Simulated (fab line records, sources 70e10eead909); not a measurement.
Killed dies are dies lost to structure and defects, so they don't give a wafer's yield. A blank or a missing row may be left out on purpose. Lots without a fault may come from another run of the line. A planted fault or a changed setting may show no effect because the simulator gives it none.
fab line records | flow nand_harc
record lots=12 wafers=36 last_day=24
route steps=1159 shown A_STAIRCASE@629
lots that met no fault: from a run of the same line without faults
start_h: hours from the record's first day to the start of the lot's first wafer shown | wait_h: hours since the lot's step before | " the same as in the row above | L1.1+2: a row that stands for several wafers | - no value, or no start given | * or withheld: withheld | < > ~ a bound
route shown NAME@n: a module of which the file shows steps, and the number in the route of the first | usual: mean/standard deviation of fault-free wafers | same: alike in all rows | chamber/n: place in a boat | sites: the reading at each site | _std_site: their standard deviation | _edge_site: outer sites' mean less inner sites' | radius_mm: how far each site lies from the wafer's centre | mask NAME#n: copy n | behind: the tool/chamber that last shaped the wafer | hold: why the lot was held/for how many hours/how that ended | device: the transistor (n, p or np) that didn't switch | end of line: the same wafers' tests at the end of the route | a step without rows: its recipe alone | killed: dies lost to structure and defects at the first sort, not the wafer's yield | map: a wafer's dies, x killed, . not, _ none there
set.NAME: the setting as run; set.NAME@STEP: as run at that earlier step | model.NAME: the simulator's own value behind a step, which no gauge read
steps of the route over a sample of lots; a table a step, a row a wafer
services: from which hour (start_h, from the record's first day; less than 0 if before it) a tool's chamber was out of use, for how many hours, and why
## steps
# step NHARC_A_STAIRCASE_TRIM_235
# recipe time_s=211.2 o2_flow_sccm=500 ar_flow_sccm=0 bias_w=0 chemistry=O2
# usual drypump_motor_current_A=5.7/0.57 oes_product_au=0.995/0.01 rf_vpp_V=57.9/0.86 showerhead_plenum_p_Torr=3.58/0.16 throttle_valve_pct=17.036/0.0089
# same bias_w=0
# columns lot.wafer tool chamber start_h wait_h drypump_motor_current_A oes_product_au rf_hours_counter_h rf_vpp_V showerhead_plenum_p_Torr throttle_valve_pct
L708.1 rie_diel-05 0 - - 6.3 0.995 23 56.9 3.48 17.040
L708.6 " 1 " " 5.2 0.988 - 59.0 3.79 17.033
L708.5 " 2 " " 6.3 0.989 - 57.7 3.62 17.034
L710.4 rie_diel-13 2 - - 5.8 1.006 57 57.5 3.78 17.044
L710.6 " 0 " " 6.3 0.998 - 56.3 3.26 17.045
L710.5 " 1 " " 6.0 1.015 - 58.2 3.34 17.035
L712.1 rie_diel-07 0 - - 5.1 0.995 8 58.5 3.80 17.054
L712.6 " 2 " " 6.6 1.015 - 58.7 3.49 17.034
L712.5 " 3 " " 5.1 0.992 - 58.0 3.57 17.020
L711.1 rie_diel-13 2 - - 5.8 1.006 59 58.5 3.77 17.055
L711.4 " 0 " " 6.3 0.988 59 56.6 3.26 17.041
L711.6 " 1 " " 6.0 1.008 - 57.8 3.33 17.030
L713.1 rie_diel-13 2 - - 5.8 1.009 63 58.3 3.77 17.050
L713.2 " 1 " " 6.0 1.013 64 57.1 3.33 17.014
L713.6 " 3 " " 5.2 0.984 - 57.7 3.48 17.041
L718.2 rie_diel-05 2 - - 6.3 1.004 53 58.1 3.60 17.015
L718.4 " 3 " " 6.3 1.005 45 57.4 3.45 17.030
L718.6 " 1 " " 5.3 0.979 - 60.2 3.78 17.038
L717.2 rie_diel-07 1 - - 4.9 0.982 23 57.4 3.59 17.027
L717.1 " 2 " " 6.6 1.025 22 58.3 3.48 17.049
L717.6 " 0 " " 5.1 0.999 - 58.3 3.79 17.049
L719.2 rie_diel-07 0 - - 5.1 0.978 32 57.8 3.79 17.038
L719.3 " 2 " " 6.6 1.007 35 56.8 3.47 17.048
L719.1 " 3 " " 5.1 1.006 32 57.1 3.55 17.038
L724.3 rie_diel-05 2 - - 6.3 0.997 67 58.3 3.59 17.034
L724.1 " 3 " " 6.3 0.997 58 56.5 3.44 17.031
L724.6 " 3 " " 6.3 1.002 - 59.4 3.44 17.030
L726.4 rie_diel-07 2 - - 6.6 1.008 45 58.4 3.47 17.051
L726.3 " 0 " " 5.1 0.985 45 58.5 3.78 17.035
L726.6 " 1 " " 4.9 0.993 - 59.0 3.58 17.035
L727.3 rie_diel-05 0 - - 6.3 0.986 2 58.7 3.46 17.026
L727.4 " 1 " " 5.3 0.984 1 58.5 3.77 17.040
L727.2 " 2 " " 6.3 1.011 2 57.8 3.59 17.045
L728.2 rie_diel-13 0 - - 6.3 0.995 32 58.8 3.79 17.037
L728.1 " 1 " " 5.9 1.003 32 56.8 3.32 17.039
L728.5 " 1 " " 6.0 0.995 - 57.6 3.32 17.027
# step NHARC_A_STAIRCASE_ETCH_452
# recipe target_depth_a=300 overetch_a=30 time_s=16.5 ion_energy_ev=100 cf4_flow_sccm=80 o2_flow_sccm=20 ar_flow_sccm=0 rf_w=300 bias_w=100 chemistry=CF4/O2
# usual bias_w=99.97/0.3 drypump_motor_current_A=5.7/0.59 oes_product_au=0.995/0.011 rf_vpp_V=198.4/1.5 showerhead_plenum_p_Torr=1.36/0.061 throttle_valve_pct=13.397/0.0097
# columns lot.wafer tool chamber start_h wait_h bias_w drypump_motor_current_A oes_product_au rf_hours_counter_h rf_vpp_V showerhead_plenum_p_Torr throttle_valve_pct
L708.1 rie_diel-07 1 - - 100.14 4.9 0.988 1 198.4 1.36 13.404
L708.5 " 1 " " 99.82 4.9 0.990 - 198.3 1.36 13.402
L708.6 " 2 " " 99.89 6.6 1.010 - 199.3 1.32 13.398
L710.4 rie_diel-05 0 - - 100.24 6.3 0.992 31 198.3 1.32 13.392
L710.5 " 1 " " 100.12 5.2 0.985 - 201.0 1.44 13.394
L710.6 " 2 " " 100.23 6.3 1.005 - 197.7 1.37 13.387
L712.1 rie_diel-07 2 - - 99.87 6.6 1.021 9 198.2 1.32 13.399
L712.6 " 3 " " 100.32 5.1 0.990 - 197.1 1.35 13.407
L712.5 " 0 " " 99.78 5.1 0.989 - 200.3 1.44 13.399
L711.1 rie_diel-13 3 - - 100.08 5.2 1.002 58 198.2 1.32 13.397
L711.6 " 3 " " 99.61 5.2 0.997 - 198.9 1.32 13.406
L711.4 " 1 " " 98.95 5.9 1.027 - 195.3 1.26 13.395
L713.2 rie_diel-07 3 - - 100.16 5.1 1.002 13 197.6 1.35 13.399
L713.1 " 0 " " 100.43 5.0 0.981 14 199.7 1.44 13.404
L713.6 " 2 " " 100.04 6.6 1.003 - 196.8 1.32 13.394
L718.4 rie_diel-13 0 - - 99.61 6.3 1.004 9 200.1 1.44 13.387
L718.2 " 1 " " 100.22 6.0 1.001 10 195.1 1.26 13.392
L718.6 " 1 " " 100.40 5.9 0.987 - 195.7 1.26 13.404
L717.2 rie_diel-13 1 - - 100.00 5.9 0.999 11 197.0 1.26 13.397
L717.1 " 2 " " 100.18 5.8 1.002 11 199.1 1.43 13.388
L717.6 " 2 " " 100.06 5.9 1.011 - 198.6 1.43 13.402
L719.3 rie_diel-13 1 - - 99.99 6.0 1.002 22 195.4 1.25 13.393
L719.1 " 2 " " 99.58 5.8 0.988 22 200.0 1.43 13.376
L719.2 " 3 " " 99.56 5.2 1.002 22 196.8 1.31 13.399
L724.1 rie_diel-13 0 - - 99.97 6.3 1.004 24 201.4 1.44 13.409
L724.3 " 1 " " 100.09 5.9 1.005 24 195.4 1.25 13.411
L724.6 " 0 " " 99.78 6.3 0.985 - 199.7 1.44 13.421
L726.3 rie_diel-07 3 - - 99.76 5.1 1.008 46 197.4 1.34 13.398
L726.4 " 1 " " 100.12 4.9 0.980 - 199.4 1.35 13.380
L726.6 " 3 " " 100.22 5.1 1.002 - 199.0 1.34 13.386
L727.4 rie_diel-05 0 - - 99.66 6.3 0.997 5 196.8 1.31 13.396
L727.2 " 2 " " 99.90 6.2 1.020 4 198.8 1.36 13.406
L727.3 " 3 " " 99.71 6.3 0.997 6 197.6 1.30 13.400
L728.1 rie_diel-05 0 - - 99.98 6.3 0.984 7 196.4 1.31 13.401
L728.2 " 1 " " 100.00 5.3 0.985 5 199.4 1.43 13.396
L728.5 " 3 " " 100.11 6.3 0.994 - 196.1 1.30 13.406
# step NHARC_A_STAIRCASE_DEP_301
# recipe target_thk_a=300 target_thk_nm=30 temp_c=400 pressure_torr=3.5 flow_sccm=200 rf_w=350 material=SiON
# usual heater_power_w=783/120 rf_fwd_power_W=348.5/1.1
# columns lot.wafer tool chamber start_h wait_h heater_power_w rf_fwd_power_W
L708.1 pecvd-03 1 253.13 1.6 665 348.4
L708.5 " 0 " " 724 350.0
L708.6 " 1 " " 690 348.3
L710.4 pecvd-04 1 269.08 0.7 837 349.1
L710.5 " 2 " " 757 346.7
L710.6 " 0 " " 983 348.4
L712.1 pecvd-04 0 277.00 1.6 1073 347.2
L712.6 " 1 " " 857 348.8
L712.5 " 0 " " 1070 348.8
L711.1 pecvd-04 2 278.20 1.6 735 349.2
L711.6 " 1 " " 761 349.8
L711.4 " 0 " " 1043 348.7
L713.2 pecvd-04 2 285.70 1.4 642 346.5
L713.1 " 0 " " 898 348.0
L713.6 " 2 " " 663 348.0
L718.2 pecvd-04 1 311.60 1.3 880 348.7
L718.6 " 2 " " 757 346.4
L718.4 " 1 " " 903 348.7
L717.2 pecvd-03 2 317.49 1.2 774 348.6
L717.1 " 0 " " 799 348.5
L717.6 " 0 " " 796 349.9
L719.2 pecvd-03 1 349.87 1.7 726 348.4
L719.1 " 2 " " 664 347.3
L719.3 " 0 " " 832 209.4
L724.1 pecvd-03 2 355.77 1.6 718 348.1
L724.3 " 0 " " 768 209.0
L724.6 " 2 " " 699 348.8
L726.3 pecvd-04 0 365.63 1.0 1038 350.5
L726.4 " 2 " " 728 347.5
L726.6 " 1 " " 754 347.8
L727.2 pecvd-04 0 367.07 1.2 1002 348.3
L727.3 " 1 " " 889 348.3
L727.4 " 2 " " 717 346.0
L728.2 pecvd-04 1 375.58 1.2 800 349.6
L728.1 " 0 " " 916 347.8
L728.5 " 1 " " 796 349.8
# step NHARC_A_STAIRCASE_ETCH_315
# recipe target_depth_a=25000 time_s=607.1 ion_energy_ev=800 c4f8_flow_sccm=80 o2_flow_sccm=60 ar_flow_sccm=withheld rf_w=600 bias_w=3000 chemistry=C4F8/O2/Ar
# usual bias_w=3001/9.6 oes_product_au=0.926/0.011 rf_vpp_V=1831/13
# columns lot.wafer tool chamber start_h wait_h bias_w oes_product_au rf_hours_counter_h rf_vpp_V
L708.1 rie_diel-07 3 - - 3000 0.930 4 1832
L708.6 " 0 " " 2999 0.933 - 1847
L708.5 " 1 " " 3009 0.915 - 1831
L710.5 rie_diel-13 2 - - 3001 0.940 - 1845
L710.4 " 3 " " 3002 0.926 - 1825
L710.6 " 1 " " 3006 0.949 - 1812
L712.1 rie_diel-05 1 - - 2993 0.920 42 1844
L712.5 " 1 " " 3011 0.917 - 1845
L712.6 " 2 " " 3003 0.925 - 1834
L711.4 rie_diel-07 3 - - 3006 0.931 12 1831
L711.1 " 1 " " 3001 0.906 13 1832
L711.6 " 3 " " 3021 0.936 - 1830
L713.2 rie_diel-07 3 - - 3012 0.920 14 1829
L713.1 " 2 " " 3006 0.938 14 1824
L713.6 " 0 " " 2995 0.922 - 1846
L718.4 rie_diel-07 0 - - 3021 0.922 24 1845
L718.2 " 3 " " 2992 0.913 23 1830
L718.6 " 1 " " 3010 0.912 - 1831
L717.1 rie_diel-05 1 - - 3010 0.924 57 1846
L717.2 " 2 " " 2991 0.927 59 1832
L717.6 " 1 " " 3012 0.918 - 1844
L719.3 rie_diel-13 3 - - 2984 0.929 25 1823
L719.2 " 0 " " 2992 0.919 25 1847
L719.1 " 2 " " 3009 0.930 25 1844
L724.1 rie_diel-07 3 - - 2987 0.922 45 1829
L724.3 " 1 " " 3006 0.921 49 1829
L724.6 " 3 " " 2991 0.919 - 1829
L726.4 rie_diel-13 0 - - 2997 0.918 32 1846
L726.3 " 2 " " 3011 0.906 32 1843
L726.6 " 0 " " 3007 0.910 - 1847
L727.3 rie_diel-13 0 - - 2998 0.925 32 1847
L727.2 " 1 " " 2997 0.929 33 1810
L727.4 " 3 " " 3016 0.926 32 1821
L728.1 rie_diel-13 1 - - 2989 0.931 35 1811
L728.2 " 3 " " 2996 0.924 35 1822
L728.5 " 1 " " 3004 0.940 - 1811
## services
# columns tool chamber start_h hours kind
rie_diel-07 - 229.31 9.0 pm
rie_diel-13 0 231.44 - clean
rie_diel-13 1 231.44 - clean
rie_diel-13 2 231.44 - clean
rie_diel-13 3 231.44 - clean
rie_diel-13 3 232.11 3.8 repair
rie_diel-13 0 256.09 - clean
rie_diel-13 1 256.09 - clean
rie_diel-13 2 256.09 - clean
rie_diel-13 3 256.09 - clean
pecvd-03 - 265.38 2.1 repair
rie_diel-13 0 268.60 - consumable_replace:showerhead
rie_diel-13 0 268.60 9.0 scheduled_down
rie_diel-13 0 268.60 9.0 vent_cycle
rie_diel-13 - 276.08 9.0 pm
rie_diel-13 1 276.08 9.0 vent_cycle
rie_diel-13 2 276.08 9.0 vent_cycle
pecvd-03 - 277.69 2.9 repair
pecvd-03 - 292.00 13.0 pm
rie_diel-05 - 321.33 2.1 repair
rie_diel-05 0 337.34 6.3 repair
rie_diel-05 - 340.62 9.0 pm
pecvd-03 - 346.53 1.1 repair
pecvd-04 - 376.37 13.0 pm
## key
first_sign step=NHARC_A_STAIRCASE_DEP_301 reading=rf_fwd_power_W direction=down sigmas=99+ usual=* struck=*
effect none on later readings
met_at NHARC_A_STAIRCASE_DEP_301
struck_lots L719,L724
struck_wafers L719.3,L724.3
tester_left_out L719,L724
not_acting_at NHARC_A_STAIRCASE_TRIM_235,NHARC_A_STAIRCASE_ETCH_452,NHARC_A_STAIRCASE_ETCH_315
onset_between 317.49 349.87
fault kind=process_parameter_drift tool=pecvd-03 chamber=0 onset_h=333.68 steps=NHARC_A_STAIRCASE_DEP_301 channel=rf_w offset=* shape=step end_h=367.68 acts_in=* stated=*
# tester_left_out: of these lots the tester's yield and bins aren't shown, on N5 and GAA mostly nor the transistor test; their killed dies are dies lost to structure and defects alone, not to doping, threshold or leakage, so they don't give the yield
